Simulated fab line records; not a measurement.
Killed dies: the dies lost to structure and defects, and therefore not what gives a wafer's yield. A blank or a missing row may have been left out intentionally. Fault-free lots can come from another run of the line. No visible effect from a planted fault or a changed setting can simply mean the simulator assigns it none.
fab line records	flow n5-finfet
record: lots: 9	wafers: 25	last-day: 17
route steps=1938 shown BEOL_M2@857 BEOL_M4@1111
lots with no fault: from the same line, run without faults
start-h: the number of hours between the record's first day and the start of the first shown wafer of the lot	wait-h: hours since the lot's step before	" same as the row above	L1.1+2: a single row standing in for several wafers	- value missing, or start not given	* or withheld: withheld	< > ~ a bound
route shown NAME@n: a module of which the file shows steps, and the number in the route of the first	usual: mean/standard deviation of fault-free wafers	same: alike in all rows	chamber/n: place in a boat	sites: per-site readings	_std_site: how widely they spread, as a standard deviation	_edge_site: inner sites' mean taken away from outer sites' mean	radius-mm: for every site, how far away it sits from the centre of the wafer	mask NAME#n: copy n	behind: the tool/chamber that last shaped the wafer	hold: what put the lot on hold/how long, in hours/how the hold closed	device: the transistor (n, p or np) that didn't switch	end of line: the route-end tests of the same wafers	for a step that has no rows: nothing shown but its recipe	killed: the dies lost at the first sort to structure and to defects; this is not the yield of the wafer	map: the dies of a wafer, with x for killed, . for not killed, _ for no die there
set.NAME: the run value of the setting; set.NAME@STEP: its run value at that earlier step	model.NAME: the simulator's own value behind a step, which no gauge read
route steps across a sampled set of lots; one table per step, one row per wafer
services: the hour from which a tool's chamber was out of use, counted from the record's first day as start-h (under 0 if before that day), plus the number of hours and why
== steps ==
step: N5_BEOL_M2_DESCUM_16
recipe: chemistry: O2	time-s: 7	source-power-w: 50	bias-power-w: 20	pressure-mtorr: 20	rf-frequency-hz: 2.712e+07	temp-c: 40	resist: CAR-EUV	o2-flow-sccm: 225
usual: drypump-motor-current-A: 5.6/0.41	oes-product-au: 0.78/0.074	rf-fwd-power-W: 49.44/0.19	rf-vpp-V: 242.6/1.2	showerhead-plenum-p-Torr: 2.06/0.067	temp-c: 39.99/0.11	throttle-valve-pct: 20.43/0.15
lot.wafer	tool	chamber	start-h	wait-h	drypump-motor-current-A	oes-product-au	rf-fwd-power-W	rf-hours-counter-h	rf-vpp-V	showerhead-plenum-p-Torr	temp-c	throttle-valve-pct
L300.1	rie-diel-04	3	132.17	0.0	5.5	0.80	49.51	105	241.6	2.04	39.94	20.51
L300.3	"	1	"	"	5.1	0.78	49.21	134	242.5	1.99	40.08	20.62
L300.6	"	0	"	"	6.1	0.74	49.55	-	244.0	2.19	40.14	20.56
L304.1	rie-diel-06	0	160.57	0.0	5.7	0.66	49.59	251	241.5	2.05	39.92	20.42
L304.5	"	3	"	"	5.5	0.87	49.33	-	242.6	2.04	40.01	20.28
L304.6	"	0	"	"	5.7	0.65	49.73	-	241.9	2.04	40.07	20.43
L305.1	rie-diel-02	3	161.23	0.0	5.2	0.87	49.49	43	242.9	2.03	40.05	20.45
L305.4	"	0	"	"	5.9	0.72	49.18	225	243.8	2.17	40.08	20.36
L305.5	"	1	"	"	5.7	0.74	49.38	-	241.0	1.98	40.13	20.18
L307.2	rie-diel-06	1	170.60	0.1	6.2	0.90	49.47	35	243.9	2.02	40.07	20.42
L307.3	"	0	"	"	5.7	0.65	49.60	255	242.4	2.04	40.00	20.43
L307.6	"	0	"	"	5.7	0.65	49.46	-	243.7	2.04	40.10	20.42
L308.3	rie-diel-06	1	185.91	0.0	6.2	0.90	49.40	42	241.0	2.02	40.08	20.44
L308.5	"	1	"	"	6.2	0.90	49.41	-	243.8	2.02	40.09	20.44
L308.6	"	2	"	"	5.5	0.75	49.64	-	243.9	2.08	39.67	20.71
L310.2	rie-diel-04	1	196.35	0.2	5.1	0.75	49.44	159	240.9	1.98	39.91	20.64
L310.3	"	3	"	"	5.5	0.76	49.50	130	241.9	2.03	39.68	20.56
L310.5	"	2	"	"	6.0	0.70	49.24	-	243.6	2.06	39.90	20.39
L316.5	rie-diel-06	2	226.24	0.0	5.5	0.73	49.34	-	242.4	2.08	39.71	20.74
L316.6	"	3	"	"	5.5	0.83	49.41	-	242.9	2.03	39.99	20.33
L317.2	rie-diel-02	2	238.67	0.0	4.8	0.72	49.53	201	244.0	2.17	40.06	20.47
L317.6	"	3	"	"	5.2	0.81	49.53	-	242.6	2.02	39.86	20.50
L320.1	rie-diel-02	1	248.02	0.3	5.6	0.70	49.06	224	241.6	1.97	40.09	20.22
L320.4	"	3	"	"	5.2	0.80	49.31	-	241.7	2.02	40.10	20.49
L320.5	"	1	"	"	5.6	0.70	49.30	-	242.4	1.97	40.01	20.23
step: N5_BEOL_M2_OVL_MEAS_29
recipe: points-per-wafer: 522
usual: V1_OVL: 0.1/0.8
lot.wafer	tool	chamber	start-h	wait-h	V1_OVL[nm]
L300.1	overlay-02	0	132.95	0.0	1.6
L300.3	"	0	"	"	2.2
L300.6	"	0	"	"	1.4
L304.1	overlay-02	0	161.48	0.0	-0.7
L304.5	"	0	"	"	-0.4
L304.6	"	0	"	"	0.3
L305.1	overlay-02	0	162.14	0.0	-0.8
L305.4	"	0	"	"	-0.5
L305.5	"	0	"	"	-1.1
L307.2	overlay-01	0	171.51	0.0	-0.1
L307.3	"	0	"	"	-0.9
L307.6	"	0	"	"	-0.1
L308.3	overlay-02	0	186.83	0.0	1.4
L308.5	"	0	"	"	0.5
L308.6	"	0	"	"	-0.5
L310.2	overlay-02	0	197.26	0.0	0.3
L310.3	"	0	"	"	0.4
L310.5	"	0	"	"	-0.5
L316.5	overlay-02	0	227.03	0.0	-0.1
L316.6	"	0	"	"	0.0
L317.2	overlay-02	0	239.59	0.0	-0.5
L317.6	"	0	"	"	0.4
L320.1	overlay-02	0	248.90	0.0	1.1
L320.4	"	0	"	"	0.8
L320.5	"	0	"	"	1.2
step: N5_BEOL_M2_ETCH_77
recipe: chemistry: N2/H2	target: underlayer	target-depth-a: 65	mask-material: CAR-EUV	time-s: 5.2	ion-energy-ev: 200	pressure-mtorr: 30	source-w: 840	bias-w: 150	n2-flow-sccm: 200	h2-flow-sccm: 200	ends: cleared
usual: drypump-motor-current-A: 5.6/0.42	etch-rf-on-time-s: 5.20/0.18	n2-flow-sccm: 199.9/0.58	oes-product-au: 0.65/0.062	rf-fwd-power-W: 819.4/2.5	rf-vpp-V: 523.3/2.6	showerhead-plenum-p-Torr: 2.51/0.084	throttle-valve-pct: 17.91/0.29
lot.wafer	tool	chamber	start-h	wait-h	drypump-motor-current-A	etch-rf-on-time-s	n2-flow-sccm	oes-product-au	rf-fwd-power-W	rf-hours-counter-h	rf-vpp-V	showerhead-plenum-p-Torr	throttle-valve-pct
L300.1	rie-diel-04	0	133.08	0.0	6.1	5.18	199.7	0.61	817.1	196	526.3	2.64	17.94
L300.3	"	2	"	"	6.0	5.33	199.1	0.60	819.4	192	522.0	2.50	17.68
L300.6	"	0	"	"	6.1	5.25	199.6	0.62	816.2	-	526.2	2.64	17.90
L304.1	rie-diel-04	2	161.60	0.0	6.0	5.31	200.4	0.60	820.7	202	521.6	2.50	17.68
L304.5	"	2	"	"	6.0	5.29	199.5	0.59	816.6	-	524.1	2.50	17.72
L304.6	"	3	"	"	5.5	4.92	200.0	0.68	820.8	-	522.1	2.41	17.45
L305.1	rie-diel-02	2	162.26	0.0	4.8	5.35	200.2	0.63	821.2	172	524.6	2.65	17.85
L305.4	"	3	"	"	5.2	4.88	199.5	0.76	820.2	43	525.5	2.51	18.15
L305.5	"	3	"	"	5.2	4.90	199.8	0.77	823.3	-	520.5	2.51	18.15
L307.2	rie-diel-02	2	171.63	0.0	4.8	5.26	200.6	0.64	818.3	176	524.9	2.65	17.86
L307.3	"	0	"	"	5.9	5.27	200.5	0.59	816.4	228	524.7	2.62	17.72
L307.6	"	0	"	"	5.9	5.31	200.1	0.60	817.5	-	528.2	2.62	17.72
L308.3	rie-diel-06	2	186.95	0.0	5.5	5.45	199.8	0.62	817.9	179	525.0	2.56	18.35
L308.5	"	1	"	"	6.2	5.23	200.5	0.76	813.2	-	522.8	2.48	18.00
L308.6	"	2	"	"	5.5	5.50	200.9	0.62	819.5	-	522.7	2.56	18.33
L310.2	rie-diel-06	1	197.44	0.0	6.2	5.22	200.3	0.76	818.5	47	520.7	2.48	18.01
L310.3	"	3	"	"	5.5	5.24	199.9	0.72	820.6	71	521.7	2.47	17.75
L310.5	"	2	"	"	5.5	5.48	200.6	0.62	821.9	-	524.9	2.56	18.35
L316.5	rie-diel-04	0	227.15	0.0	6.1	5.23	199.2	0.61	823.1	-	526.7	2.63	17.96
L316.6	"	1	"	"	5.2	3.76	199.3	0.75	820.9	-	521.5	2.45	18.49
L317.2	rie-diel-04	2	239.72	0.0	6.0	5.40	200.5	0.58	817.6	229	524.5	2.49	17.72
L317.6	"	1	"	"	5.1	3.78	200.2	0.75	821.9	-	520.5	2.44	18.51
L320.1	rie-diel-04	2	249.13	0.0	6.0	3.97	200.8	0.68	816.4	233	522.6	2.49	17.76
L320.4	"	1	"	"	5.1	5.12	200.3	0.62	819.8	177	522.1	2.44	18.47
L320.5	"	3	"	"	5.5	4.86	200.3	0.65	819.3	-	519.5	2.40	17.52
step: N5_BEOL_M2_STRIP_97
recipe: chemistry: N2/H2	time-s: 10	power-w: 450	temp-c: 40	pressure-mtorr: 20	rf-frequency-hz: 6e+07	bias-power-w: 7	n2-flow-sccm: 200	h2-flow-sccm: 200
usual: drypump-motor-current-A: 5.6/0.39	n2-flow-sccm: 199.9/0.67	oes-product-au: 0.77/0.073	rf-vpp-V: 59.0/0.86	showerhead-plenum-p-Torr: 2.51/0.077	temp-c: 39.98/0.11	throttle-valve-pct: 23.7/0.44
lot.wafer	tool	chamber	start-h	wait-h	drypump-motor-current-A	n2-flow-sccm	oes-product-au	rf-hours-counter-h	rf-vpp-V	showerhead-plenum-p-Torr	temp-c	throttle-valve-pct
L300.1	rie-diel-06	1	-	-	6.2	201.2	0.95	19	58.5	2.49	40.00	23.8
L300.3	"	2	"	"	5.5	201.0	0.76	170	58.3	2.56	39.97	24.3
L300.6	"	2	"	"	5.5	200.3	0.75	-	59.6	2.56	39.93	24.3
L304.1	rie-diel-02	1	-	-	5.6	199.6	0.73	194	60.8	2.41	39.93	23.2
L304.5	"	0	"	"	5.9	199.2	0.72	-	59.1	2.61	39.80	23.3
L304.6	"	1	"	"	5.7	199.8	0.74	-	59.3	2.41	39.93	23.2
L305.1	rie-diel-02	0	-	-	5.9	200.3	0.72	228	59.9	2.61	39.98	23.3
L305.4	"	1	"	"	5.7	199.4	0.73	-	58.3	2.41	40.13	23.2
L305.5	"	0	"	"	5.9	200.6	0.72	-	59.8	2.61	39.91	23.3
L307.2	rie-diel-06	0	-	-	5.7	199.8	0.66	257	59.3	2.51	40.04	23.7
L307.3	"	1	"	"	6.2	201.2	0.90	37	59.6	2.48	40.03	23.8
L307.6	"	3	"	"	5.5	200.0	0.85	-	59.6	2.47	39.79	23.5
L308.3	rie-diel-06	3	-	-	5.5	199.8	0.85	67	60.2	2.47	40.03	23.6
L308.5	"	1	"	"	6.2	199.3	0.89	-	59.0	2.48	39.95	23.8
L308.6	"	3	"	"	5.5	200.6	0.84	-	57.8	2.47	39.95	23.5
L310.2	rie-diel-02	0	-	-	5.9	199.2	0.71	236	59.2	2.61	40.06	23.3
L310.3	"	3	"	"	5.2	200.2	0.84	55	59.6	2.50	39.92	24.1
L310.5	"	1	"	"	5.7	199.3	0.72	-	59.5	2.40	39.74	23.2
L316.5	rie-diel-04	2	-	-	6.0	199.9	0.69	-	58.0	2.49	39.90	23.3
L316.6	"	1	"	"	5.1	200.2	0.76	-	57.8	2.44	40.01	24.5
L317.2	rie-diel-06	3	-	-	5.5	200.0	0.82	86	58.7	2.46	40.03	23.6
L317.6	"	1	"	"	6.2	198.8	0.86	-	59.6	2.47	40.00	23.8
L320.1	rie-diel-06	1	-	-	6.2	199.2	0.85	70	58.2	2.47	39.99	23.8
L320.4	"	3	"	"	5.5	200.3	0.82	-	58.1	2.45	39.88	23.6
L320.5	"	1	"	"	6.2	199.9	0.86	-	59.3	2.47	39.98	23.8
step: N5_BEOL_M4_RC_MEAS_101
usual: DIBL_N: 37.3/2.3	DIBL_P: 37.4/2.9	IOFF_N: 0.18/0.045	IOFF_P: 0.25/0.054	ION_N: 679/15	ION_P: 468/9.7	SS_N: 71.8/0.62	SS_P: 73.6/0.76	VT_N: 248/4.1	VT_P: -248/3.6
lot.wafer	tool	chamber	start-h	wait-h	DIBL_N[mV/V]	DIBL_P[mV/V]	IOFF_N[nA/um]	IOFF_P[nA/um]	ION_N[uA/um]	ION_P[uA/um]	SS_N[mV/dec]	SS_P[mV/dec]	VT_N[mV]	VT_P[mV]
L300.1	prober-02	0	163.72	0.0	40.0	39.1	0.22	0.33	686	470	71.7	73.7	242	-242
L300.3	"	0	"	"	36.8	35.1	0.16	0.23	680	469	71.4	73.0	249	-248
L300.6	"	0	"	"	42.1	40.9	0.27	0.35	691	472	72.3	74.2	243	-241
L304.1	prober-01	0	190.00	0.5	36.8	36.0	0.17	0.23	683	464	71.3	73.0	251	-249
L304.5	"	0	"	"	38.7	38.6	0.21	0.28	687	473	72.1	74.0	247	-245
L304.6	"	0	"	"	37.2	37.3	0.18	0.26	692	480	71.9	74.4	248	-245
L305.1	prober-02	0	195.36	0.0	39.0	39.4	0.20	0.25	681	464	71.6	74.0	247	-249
L305.4	"	0	"	"	40.6	43.2	0.26	0.31	693	473	72.8	74.9	243	-248
L305.5	"	0	"	"	37.3	38.2	0.17	0.22	698	469	72.0	73.0	248	-251
L307.2	prober-01	0	199.46	0.2	35.1	35.3	0.15	0.22	687	473	71.1	73.1	246	-248
L307.3	"	0	"	"	37.2	38.0	0.19	0.27	687	472	72.2	73.1	245	-245
L307.6	"	0	"	"	37.0	37.3	0.19	0.26	687	470	71.5	73.8	245	-247
L308.3	prober-02	0	216.15	0.3	40.4	39.5	0.25	0.31	708	483	72.6	74.4	242	-243
L308.5	"	0	"	"	38.3	36.6	0.18	0.26	667	464	71.1	73.6	246	-245
L308.6	"	0	"	"	38.9	38.0	0.20	0.27	701	481	72.2	73.5	245	-245
L310.2	prober-01	0	235.89	0.2	36.9	38.9	0.18	0.25	673	462	72.5	73.3	247	-249
L310.3	"	0	"	"	32.6	32.7	0.11	0.16	675	461	70.8	72.4	258	-254
L310.5	"	0	"	"	36.2	38.4	0.19	0.25	692	472	72.3	73.1	246	-246
L316.5	prober-02	0	269.27	0.6	32.0	33.1	0.13	0.19	679	468	70.6	72.6	249	-250
L316.6	"	0	"	"	35.5	35.0	0.16	0.21	652	450	71.8	73.5	251	-253
L317.2	prober-01	0	270.82	0.2	38.4	39.6	0.22	0.29	672	459	73.0	74.3	248	-246
L317.6	"	0	"	"	37.4	38.9	0.21	0.28	703	474	71.7	74.2	245	-244
L320.1	prober-01	0	292.03	0.0	38.4	38.8	0.19	0.27	677	475	71.7	73.7	246	-244
L320.4	"	0	"	"	36.2	35.8	0.15	0.22	662	462	71.6	72.5	252	-245
L320.5	"	0	"	"	38.8	39.9	0.20	0.29	677	469	72.2	73.6	248	-245
== services ==
tool	chamber	start-h	hours	kind
rie-diel-06	2	148.52	29.0	repair
rie-diel-02	3	166.84	4.9	repair
rie-diel-02	-	177.25	2.8	pm
rie-diel-06	0	177.60	-	clean
rie-diel-06	0	177.60	-	consumable-replace:focus-ring
rie-diel-06	0	177.60	13.5	scheduled-down
rie-diel-06	0	177.60	13.5	vent-cycle
rie-diel-04	2	179.58	5.0	repair
rie-diel-02	0	197.42	3.8	repair
rie-diel-02	0	240.73	-	clean
rie-diel-02	0	240.73	-	consumable-replace:focus-ring
rie-diel-06	0	247.66	11.7	repair
== key ==
first-sign: step: N5_BEOL_M2_ETCH_77	reading: etch-rf-on-time-s	direction: down	sigmas: 7.8	usual: *	struck: *
effect none on later readings
met-at N5_BEOL_M2_ETCH_77
struck-lots L316,L317,L320
struck-wafers L316.6,L317.6,L320.1
not-acting-at N5_BEOL_M2_DESCUM_16,N5_BEOL_M2_OVL_MEAS_29,N5_BEOL_M2_STRIP_97
onset-between 161.60 227.15
fault: kind: process-parameter-drift	tool: rie-diel-04	chamber: -	onset-h: 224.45	steps: N5_BEOL_M2_ETCH_77	channel: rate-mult	offset: 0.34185	shape: step	end-h: 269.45	scope: struck-wafers-only
